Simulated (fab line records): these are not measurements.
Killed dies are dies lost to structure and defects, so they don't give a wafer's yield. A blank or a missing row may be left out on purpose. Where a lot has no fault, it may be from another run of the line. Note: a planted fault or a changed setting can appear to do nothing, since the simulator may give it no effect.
fab line records | flow n5Finfet
[record] lots = 4 wafers = 12 lastDay = 17
route steps=1938 shown BEOL_M9@1452 BEOL_M10@1470 PASSIVATION@1936
lots that met no fault: taken from a fault-free run of the same line
startH: hours from the record's opening day to when the first of the lot's shown wafers began | waitH: hours from the lot's prior step to this one | " same as the row above | L1.1+2: a row that stands for several wafers | - either no value or no given start | * or withheld: withheld | < > ~ a bound
route shown NAME@n: NAME is a module with steps in the file, n the number in the route of the first one | usual: the fault-free wafers' mean and standard deviation | same: alike in all rows | chamber/n: place in a boat | sites: per-site readings | _std_site: standard deviation across them | _edge_site: mean of outer sites minus mean of inner sites | radiusMm: how far each site lies from the wafer's centre | mask NAME#n: copy n | behind: the last tool/chamber to shape the wafer | hold: why the lot was held/for how many hours/how that ended | device: transistor that didn't switch, given as n, p or np | end of line: tests of these same wafers at the route's end | where a step has no rows: the recipe by itself | killed: dies that structure and defects cost at the first sort, which is not the same as the wafer's yield | map: shows each die of a wafer: x if killed, . if not, _ if none is there
set.NAME: the setting as run; set.NAME@STEP: as run at that earlier step | model.NAME: the simulator's own value behind a step, which no gauge read
lots seen at some steps along the route; tables by step, rows by wafer
services: the hour from which a tool's chamber was out of use, counted from the record's first day as startH (under 0 if before that day), plus the number of hours and why
[[steps]]
[step N5_BEOL_M9_PRECLEAN_42]
[recipe] chemistry = residueRemover timeS = 60 tempC = 40
[step N5_BEOL_M9_SRD_43]
[recipe] timeS = 30 tempC = 23 rinseLiquid = diw dry = ipaMarangoni
[step N5_BEOL_M9_CURE_72]
[recipe] tempC = 370 timeS = 120 ambient = DMADMS/He material = SiCOH_lowk
[step N5_BEOL_M9_DEGAS_44]
[recipe] ambient = vacuum tempC = 250 timeS = 60
[step N5_BEOL_M9_PRE_CLEAN_45]
[recipe] gas = H2/He timeS = 30 tempC = 250
[step N5_BEOL_M9_ALD_74]
[recipe] material = TaN targetThkA = 20 tempC = 275 aldPrecursorFamily = PDMAT aldCoReactant = NH3 pressureTorr = 3 carrierFlowSccm = 1500 pulseTimeS = 2 purgeTimeS = 3 coReactantPurgeTimeS = 2 coReactantPulseTimeS = 3 aldCycles = 40 precursorVesselTempC = 75 precursorVesselPressureTorr = 26.25 precursorVesselCarrierSccm = 1000
[step N5_BEOL_M9_SURFACE_TREAT_79]
[recipe] gas = Ar timeS = * ionEnergyEv = * ionCurrentMaCm2 = 0.5 pressureMtorr = * arFlowSccm = 30
[step N5_BEOL_M9_CVD_78]
[recipe] material = Co targetThkA = 20 tempC = withheld precursor = CCTBA/H2 pressureTorr = 30 timeS = 138.9
[step N5_BEOL_M9_SPUTTER_48]
[recipe] material = Cu targetThkA = 120 tempC = -20 biasV = 60 powerW = 26000 chamberPressurePa = 0.13 timeS = 2
[step N5_BEOL_M9_ECD_50]
[recipe] material = Cu targetThkA = 3180
[step N5_BEOL_M9_ANNEAL_51]
[recipe] tempC = 225 timeS = 90 ambient = N2
[step N5_BEOL_M9_CMP_52]
[recipe] stopOn = SiCOH_lowk tOverpolishS = 7 downForcePsi = 1 platenRpm = 50 clearingPlatenDownForcePsi = 1.5 clearingPlatenRpm = 50 postCmpClean = cuAlkaline targetThkNm = 140 clearingPlatenPadVelocityMS = 0.99484 padVelocityMS = 0.99484
[usual] barrierFieldEndpointS = 29.1/0.75 clearingPlatenDownForcePsi = 1.500/0.0031 motorCurrentA = 6.4/0.56 overpolishRunS = 7.000/0.0088 padLifeWafers = 980/700 slurryFlowMlMin = 150.1/0.46 timeToEndpointS = 67/3.3
[same] tOverpolishS = 7
// columns lot.wafer tool chamber startH waitH barrierFieldEndpointS clearingPlatenDownForcePsi motorCurrentA overpolishRunS padLifeWafers slurryFlowMlMin timeToEndpointS
L145.2 cmp-02 3 254.18 0.2 28.8 1.500 6.1 7.001 12 150.6 64
L145.1 " 1 " " 30.2 1.497 6.5 6.993 14 148.6 69
L145.6 " 0 " " 29.6 1.495 7.2 7.016 - 150.0 64
L146.3 cmp-02 0 266.10 0.2 28.5 1.504 6.9 7.002 84 150.1 66
L146.4 " 1 " " 29.5 1.503 6.1 6.999 85 150.0 68
L146.5 " 1 " " 30.0 1.499 5.9 7.008 - 150.4 69
L155.3 cmp-02 3 327.83 0.2 28.7 1.506 6.4 7.009 648 150.6 59
L155.2 " 1 " " 27.8 1.506 6.4 7.006 650 150.2 63
L155.6 " 3 " " 28.1 1.506 6.1 7.009 - 150.8 61
L158.3 cmp-04 3 348.84 0.2 29.4 1.503 6.9 7.011 774 150.9 68
L158.4 " 0 " " 30.7 1.495 5.5 7.000 775 149.8 68
L158.5 " 3 " " 30.3 1.500 6.4 6.975 - 150.1 69
[step N5_BEOL_M9_PRE_CLEAN_55]
[recipe] gas = NH3 timeS = 15 tempC = withheld rfPowerW = 300
[step N5_BEOL_M9_DEP_56]
[recipe] material = SiCN targetThkA = 150 tempC = withheld precursor = 3MS/NH3 pressureTorr = 3 rfW = 202 timeS = 26.5
[step N5_BEOL_M9_INSPECT_58]
[recipe] inspectInstrument = darkfield mode = postDep
[usual] rawDefectCount = 76/25
// columns lot.wafer tool chamber startH waitH rawDefectCount
L145.1 defectInspect-02 - 254.64 0.0 419
L145.2 " - " " 392
L145.6 " - " " 390
L146.3 defectInspect-02 - 266.56 0.0 445
L146.4 " - " " 523
L146.5 " - " " 437
L155.2 defectInspect-02 - 328.28 0.0 105
L155.3 " - " " 117
L155.6 " - " " 81
L158.3 defectInspect-01 - 349.30 0.0 46
L158.4 " - " " 58
L158.5 " - " " 49
[step N5_BEOL_M10_ILD_DEP_00]
[recipe] material = SiCOH_lowk targetThkA = 3085.1 tempC = 300 precursor = DEMS/porogen pressureTorr = 5 rfW = 500 timeS = 58
[step N5_BEOL_M10_CURE_71]
[recipe] tempC = 385 timeS = 240 ambient = He/Ar material = SiCOH_lowk
[step N5_BEOL_M10_PECVD_70]
[recipe] material = SiO2 targetThkA = 200 tempC = 400 precursor = TEOS/O2 pressureTorr = 5.5 rfW = 450 teosFlowSccm = 53.8 gas = O2 flowSccm = 3000 timeS = 22.7
[step N5_BEOL_M10_HM_DEP_02]
[recipe] material = TiN targetThkA = 200 tempC = 25 chamberPressurePa = 0.49996
[step N5_BEOL_M10_COAT_59]
[recipe] resist = SOC tempC = 250 timeS = 60 spinRpm = 1500 resistThkNm = 100
[step N5_BEOL_M10_COAT_60]
[recipe] resist = SiARC tempC = 220 timeS = 60 spinRpm = 1500 resistThkNm = 30
[step N5_BEOL_M10_COAT_05]
[recipe] resist = CAR-ArF spinRpm = 1500 resistThkNm = 90
[step N5_BEOL_M10_EBR_07]
[recipe] solvent = PGMEA ebrWidthMm = 1.5
[step N5_BEOL_M10_SOFTBAKE_06]
[recipe] tempC = 110 timeS = 60 resist = CAR-ArF
[step N5_BEOL_M10_EXPOSE_08]
[recipe] maskId = M10 na = 1.35 sourceShape = dipole sigmaInner = 0.411 sigmaOuter = 0.611 polarization = te doseMj = 53.75
[step N5_BEOL_M10_PEB_09]
[recipe] pebTempC = withheld pebTimeS = 60 resist = CAR-ArF
[step N5_BEOL_M10_DEVELOP_10]
[recipe] developTimeS = 30 developer = TMAH resist = CAR-ArF rinseLiquid = diw dry = airSpin devTempC = 23
[step N5_BEOL_M10_INSPECT_13]
[recipe] mode = adi inspectInstrument = brightfield
[usual] rawDefectCount = 432/91
// columns lot.wafer tool chamber startH waitH rawDefectCount
L145.1 defectInspect-02 - 260.82 0.0 884
L145.2 " - " " 759
L145.6 " - " " 694
L146.3 defectInspect-02 - 268.13 0.0 798
L146.4 " - " " 934
L146.5 " - " " 777
L155.2 defectInspect-01 - 330.25 0.0 450
L155.3 " - " " 505
L155.6 " - " " 400
L158.3 defectInspect-01 - 352.96 0.0 329
L158.4 " - " " 407
L158.5 " - " " 363
[step N5_BEOL_M10_DESCUM_16]
[recipe] chemistry = O2 timeS = 7.9 sourcePowerW = 50 biasPowerW = 20 pressureMtorr = 20 rfFrequencyHz = 2.712e+07 tempC = 40 resist = CAR-ArF o2FlowSccm = 225
[step N5_BEOL_M10_ETCH_61]
[recipe] chemistry = CF4 target = SiARC targetDepthA = 390 maskMaterial = CAR-ArF timeS = 65 ionEnergyEv = 80 pressureMtorr = 40 sourceW = 545 biasW = 36 Ar_flow_sccm = 100 cf4FlowSccm = 100 ends = cleared
[step N5_BEOL_M10_ETCH_62]
[recipe] chemistry = N2/H2 target = SOC targetDepthA = 1100 overetchA = 220 maskMaterial = SiARC tempC = 40 timeS = 165 ionEnergyEv = 200 pressureMtorr = 30 sourceW = 840 biasW = 150 n2FlowSccm = 200 h2FlowSccm = 200
[step N5_BEOL_M10_STRIP_68]
[recipe] chemistry = N2/H2 tempC = 40 n2FlowSccm = 200 h2FlowSccm = 200 rfFrequencyHz = 6e+07
[step N5_BEOL_M10_STRIP_67]
[recipe] chemistry = CF4 resist = SiARC powerW = 300 biasPowerW = 75 pressureMtorr = 50 cf4FlowSccm = 150 rfFrequencyHz = 6e+07
[step N5_BEOL_M10_HM_OPEN_17]
[recipe] chemistry = Cl2/BCl3 targetDepthA = 200 overetchA = 60 target = TiN maskMaterial = SOC ionEnergyEv = 150 pressureMtorr = 10 icpW = 1000 biasW = 126 Cl2_flow_sccm = 53.25 bcl3FlowSccm = 21.75 Ar_flow_sccm = 25
[step N5_BEOL_M10_STRIP_19]
[recipe] chemistry = O2 powerW = 400 tempC = 40 pressureMtorr = 30 rfFrequencyHz = 6e+07 biasPowerW = 0 overashFraction = 0.2 o2FlowSccm = 225
[step N5_BEOL_M10_INSPECT_30]
[recipe] mode = adi inspectInstrument = brightfield
[usual] rawDefectCount = 430/95
// columns lot.wafer tool chamber startH waitH rawDefectCount
L145.1 defectInspect-02 - 263.92 0.0 880
L145.2 " - " " 724
L145.6 " - " " 677
L146.3 defectInspect-02 - 270.98 0.0 801
L146.4 " - " " 914
L146.5 " - " " 814
L155.2 defectInspect-01 - 332.76 0.0 464
L155.3 " - " " 543
L155.6 " - " " 422
L158.3 defectInspect-02 - 355.34 0.0 315
L158.4 " - " " 406
L158.5 " - " " 346
[step N5_PASSIVATION_PROBE_49]
[usual] defectLimitedYield = 91.1/1.4 killed_at_M0_to_M3 = 34/11 killed_at_M4_up = 14/5.7 killedAtContacts = 14/6.9 killedAtFrontEnd = 40/11 killedAtOther = 4/3.1 killedDies = 105/17 killedOnRim = 14/4.1 killedOpen = 70/13 killedShort = 34/7.6 sort_bin_5_function = 5.3/0.95 sort_bin_6_memory = 3.3/0.64 sort_bin_8_speed = 0.00/0.029 sortNPass = 1075/17 sortYieldPct = 91.1/1.4
[same] grossDies = 1180 killedAtBackSide = 0 sort_bin_4_leakage[%] = 0
// columns lot.wafer tool chamber startH waitH defectLimitedYield[%] killed_at_M0_to_M3 killed_at_M4_up killedAtContacts killedAtFrontEnd killedAtOther killedDies killedOnRim killedOpen killedShort sort_bin_5_function[%] sort_bin_6_memory[%] sort_bin_8_speed[%] sortNPass sortYieldPct[%]
L145.1 prober-01 - 313.39 0.0 65.6 27 307 11 59 2 406 56 65 47 21.3 11.0 0 774 65.6
L145.2 prober-01 - 313.44 0.1 67.3 46 284 11 43 2 386 56 64 43 18.9 11.9 0 794 67.3
L145.6 prober-01 - 313.64 0.3 67.3 37 289 12 44 4 386 53 61 45 20.3 10.7 0 794 67.3
L146.3 prober-02 - 330.45 0.1 67.0 25 276 23 60 5 389 41 83 35 19.8 11.8 0.25 788 66.8
L146.4 prober-02 - 330.50 0.2 68.1 20 298 13 44 1 376 50 57 33 20.3 9.6 0 804 68.1
L146.5 prober-02 - 330.55 0.2 69.7 26 287 10 30 5 358 43 46 35 19.4 9.0 0 822 69.7
L155.2 prober-01 - 381.61 0.1 92.0 16 7 35 35 1 94 15 76 17 4.9 3.0 0 1086 92.0
L155.3 prober-01 - 381.66 0.1 90.9 23 10 22 52 0 107 9 67 40 4.9 3.6 0 1073 90.9
L155.6 prober-01 - 381.81 0.3 90.4 38 7 22 38 8 113 17 69 41 5.3 4.2 0 1067 90.4
L158.3 prober-02 - 409.73 0.1 88.9 78 11 8 28 6 131 21 87 43 6.1 4.4 0 1049 88.9
L158.4 prober-02 - 409.78 0.2 92.4 42 13 5 29 1 90 9 54 33 4.6 3.0 0 1090 92.4
L158.5 prober-02 - 409.83 0.2 89.2 66 10 4 38 9 127 20 79 47 6.1 4.2 0 1053 89.2
// killed by level:class
L145.1 BEOL_M9:unspecified=292 GATE_CUT:geometricParticle:short=20 GATE_CUT:geometricParticle:open=10 BEOL_M4:geometricParticle:open=9 FIN_SAQP:geometricParticle:open=7 FIN_SAQP:geometricParticle:short=7 MOL_CONTACT_COAG:geometricParticle:open=7 BEOL_M0_SAQP:geometricParticle:open=7
L145.2 BEOL_M9:unspecified=278 BEOL_M0_SAQP:geometricParticle:open=15 BEOL_M0_SAQP:geometricParticle:short=12 FIN_SAQP:geometricParticle:open=11 MOL_CONTACT_COAG:geometricParticle:open=8 FIN_SAQP:geometricParticle:short=7 BEOL_M2:geometricParticle:short=7 STARTING-WAFER:geometricParticle:short=7
L145.6 BEOL_M9:unspecified=280 BEOL_M0_SAQP:geometricParticle:open=16 GATE_CUT:geometricParticle:short=13 FIN_SAQP:geometricParticle:open=11 BEOL_M0_SAQP:geometricParticle:short=11 MOL_CONTACT_COAG:geometricParticle:open=10 FIN_SAQP:geometricParticle:short=9 BEOL_M3:geometricParticle:open=6
L146.3 BEOL_M9:unspecified=270 STI_FIN_REVEAL:geometricParticle:open=20 MOL_CONTACT_COAG:geometricParticle:open=19 FIN_SAQP:geometricParticle:short=11 FIN_SAQP:geometricParticle:open=11 BEOL_M0_SAQP:geometricParticle:open=7 BEOL_M0_SAQP:geometricParticle:short=5 BEOL_M0:geometricParticle:open=4
L146.4 BEOL_M9:unspecified=286 MOL_CONTACT_COAG:geometricParticle:open=12 FIN_SAQP:geometricParticle:short=8 BEOL_M2:geometricParticle:open=7 STI_FIN_REVEAL:geometricParticle:open=6 BEOL_M0_SAQP:geometricParticle:open=6 STARTING-WAFER:geometricParticle:open=5 GATE_CUT:geometricParticle:short=4
L146.5 BEOL_M9:unspecified=275 FIN_SAQP:geometricParticle:short=11 BEOL_M0_SAQP:geometricParticle:short=9 MOL_CONTACT_COAG:geometricParticle:open=7 FIN_SAQP:geometricParticle:open=5 STI_FIN_REVEAL:geometricParticle:open=5 BEOL_M0_SAQP:geometricParticle:open=5 BEOL_M2:geometricParticle:open=5
L155.2 MOL_CONTACT_COAG:geometricParticle:open=34 STI_FIN_REVEAL:geometricParticle:open=15 FIN_SAQP:geometricParticle:short=4 BEOL_M0_SAQP:geometricParticle:short=4 GATE_CUT:geometricParticle:open=3 BEOL_M0:geometricParticle:open=3 BEOL_M2:geometricParticle:open=3 BEOL_M3:geometricParticle:open=3
L155.3 MOL_CONTACT_COAG:geometricParticle:open=17 FIN_SAQP:geometricParticle:short=15 FIN_SAQP:geometricParticle:open=9 STI_FIN_REVEAL:geometricParticle:open=9 BEOL_M3:geometricParticle:open=8 MOL_CONTACT_COAG:geometricParticle:short=5 BEOL_M5:geometricParticle:open=4 GATE_CUT:geometricParticle:short=4
L155.6 MOL_CONTACT_COAG:geometricParticle:open=18 FIN_SAQP:geometricParticle:short=11 BEOL_M0_SAQP:geometricParticle:short=11 BEOL_M0_SAQP:geometricParticle:open=9 STI_FIN_REVEAL:geometricParticle:open=6 FIN_SAQP:geometricParticle:open=5 DUMMY_GATE:geometricParticle:open=5 BEOL_M3:geometricParticle:open=5
L158.3 BEOL_M0_SAQP:geometricParticle:open=23 BEOL_M0_SAQP:geometricParticle:short=21 BEOL_M1:geometricParticle:open=12 BEOL_M3:geometricParticle:open=10 BEOL_M2:geometricParticle:open=8 MOL_CONTACT_COAG:geometricParticle:open=6 STI_FIN_REVEAL:geometricParticle:open=5 GATE_CUT:geometricParticle:short=5
L158.4 BEOL_M1:geometricParticle:open=12 BEOL_M0_SAQP:geometricParticle:short=11 BEOL_M0_SAQP:geometricParticle:open=10 STI_FIN_REVEAL:geometricParticle:open=5 MOL_CONTACT_COAG:geometricParticle:open=5 STARTING-WAFER:geometricParticle:short=4 BEOL_M0:geometricParticle:open=3 BEOL_M1:geometricParticle:short=3
L158.5 BEOL_M1:geometricParticle:open=19 BEOL_M0_SAQP:geometricParticle:short=15 STI_FIN_REVEAL:geometricParticle:open=13 BEOL_M0_SAQP:geometricParticle:open=10 BEOL_M2:geometricParticle:open=10 FIN_SAQP:geometricParticle:short=6 STI_FIN_REVEAL:geometricParticle:short=5 BEOL_M4:geometricParticle:open=4
// map L145.1 (x killed, . not)
_________________..........xx________________
______________.x.x.x...x.x....x._____________
___________.x.x.....x....x.x.x.xx..__________
__________x...xxx...xx.x...........x_________
________........x.....x....x...x..xx.._______
_______.x..xx.x....xxxx...xxxx.x.....x.______
______.....xxxxx.x.xx.xx..x....xxxxx.xx._____
_____xxx..x.xx.xxxxxx..xxxx.xx....xxxxxxx____
____x..x.......x.x...xx..x......x..x..xxx.___
___x...x..x.x.x.......x.xxxx..x......xx.x.x__
___...x...x.x..x.......xxxxx.x.x...x.....x.__
__..........xx...xx.xxx..xx.x...x..x.xx.x.x._
__xx.x.........x..x......xx......x.x...x...._
_.x....x..x..x...xx..xx...x..x.x.x.x..xx....x
_.xx......x..x.x.x....xxxxx..x...x....x..xx..
_x.....x....x....x....x...x.x..x.x.x...xxxx..
_.xxx.....x..xx..x...x..x.xx.x...x.x....x..xx
_xx....x.x.x...xx...xxxxxx.x..xxxx...........
_...x...x..x.xx.x..x..x......x.x..........x.x
_..xx...x..x.......x..x.xxx.......xx.........
_xx...xx....x.x..x.xx..x..x..xx....xx.x..xx..
__x..x..x.x.xxxx...x..x....x..x..x.x..xxx..x_
__x.xx..x.....x.xx.x.xx.x.xxxx.........x...x_
___x....x.........x...xx...x.xx......x...x.__
___.x....x.x.xx..xx.xxx.x...x...x..xx......__
____...x........x....x..xx......xx...x.x..___
_____.....x......x...x.x.x..x.x..........____
______..........xx..xxx.x........x....xx_____
_______.....x..x....x..xxx..xx.....x.xx______
________...xx...........x.......x....._______
__________.x.x.......xx.x.xxx.....x._________
___________...x..x.....xx..x..xxx.x__________
______________.x.x.xx..xxxx..x.x_____________
_________________.....x...x.x________________
// map L146.3 (x killed, . not)
_________________x..x.x...xx.________________
______________....x.x....x...x.._____________
___________xx.....x.....xxxxx.xx...__________
__________.x...x.xx.x......xx..x...x_________
________xx..x....xx..xx.......x..x.x.x_______
_______............x.xxx...x...x....x..______
______x.x..x.xx.xxx.xx..........x.x.x..._____
_____xx.x....x.xx..x..xx....xxxxxx.......____
____x........x......xx..x..x...xx..x......___
___...xxx...x.xx....xxx...x.....x..xx...x..__
___.xx.x...x..x..xx.x.........x.x.x...xxx..__
__.xx......x........x...x.x...x.xx...x.xx..._
__x...xx.x....xx...xxxxxx..x..x.xx.....xxx.x_
_x.xx.....x....x.......x.xx.xx.xx.....xx.x...
_x..x.....x.x...xx..x.xx.x.xx.x...xxxxxx.xxx.
_..x....xx..xxx.x.x..xx.x......x...x...x.....
_....xx.....x......x..xx.x.x...x.............
_...x.x.x.xxxx...xx.......x......xx.....x...x
_.x.xx.xx..xxxx.x..x.xxx..x.xxx.....x.xxx....
_xx.....x.x..x.........x.x...x....x....x.xxx.
_..x......x..x....xx..x.xx...x...x..x........
__.......x....x...x...x...xx..x....xx......x_
__..xx...xxx....x..xx....x.......x.....x.x.._
___...x..xx.....x...x.x..x.....x.......x...__
___.x..x..xx.........x....x..xx.x....x.....__
____.x.x...x....x.x.x...xx...xx.x.x.......___
_____.x.....x.....xx.x.x.x.xx..xx.x.....x____
______.x....xx.x.x........x.x.xx...x.x.x_____
_______x.x..x.xx....x.x......xxx.x.....______
________......x.xx.....x.xx.xxxx....xx_______
__________...x.x.x...x.x...x.xx..x.._________
___________x....xx.x..x.x.xxx...x..__________
______________...x..x.....xx.x.._____________
_________________....x.......________________
[[services]]
// columns tool chamber startH hours kind
cmp-04 - 231.14 4.0 pm
cmp-04 - 235.14 - consumableReplace:conditioner
cmp-04 - 235.14 - consumableReplace:pad
cmp-02 - 248.48 4.0 pm
cmp-02 - 252.48 - consumableReplace:conditioner
cmp-02 - 252.48 - consumableReplace:pad
cmp-02 - 259.60 0.7 repair
cmp-04 - 291.07 1.2 repair
cmp-04 - 309.07 2.0 repair
[[key]]
[firstSign] step = N5_BEOL_M9_INSPECT_58 reading = rawDefectCount direction = up sigmas = 14 usual = 76 struck = 434
[effect] step = N5_BEOL_M10_INSPECT_13 reading = rawDefectCount direction = up sigmas = 4.1 usual = 432 struck = 808
[effect] step = N5_BEOL_M10_INSPECT_30 reading = rawDefectCount direction = up sigmas = 3.9 usual = 430 struck = 802
[effect] step = N5_PASSIVATION_PROBE_49 reading = killed_at_M4_up direction = up sigmas = 49 usual = 14 struck = 290
[moreKillsBornAt] N5_BEOL_M9_CMP_52@cmp-02 = 1681
metAt N5_BEOL_M9_CMP_52
struckWafers L145.1,L145.2,L145.6,L146.3,L146.4,L146.5
[fault] kind = chamberParticleSource tool = cmp-02 chamber = - onsetH = 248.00 steps = N5_BEOL_M9_CMP_52 ratePerVisitCm2 = 0.53783 endH = 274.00
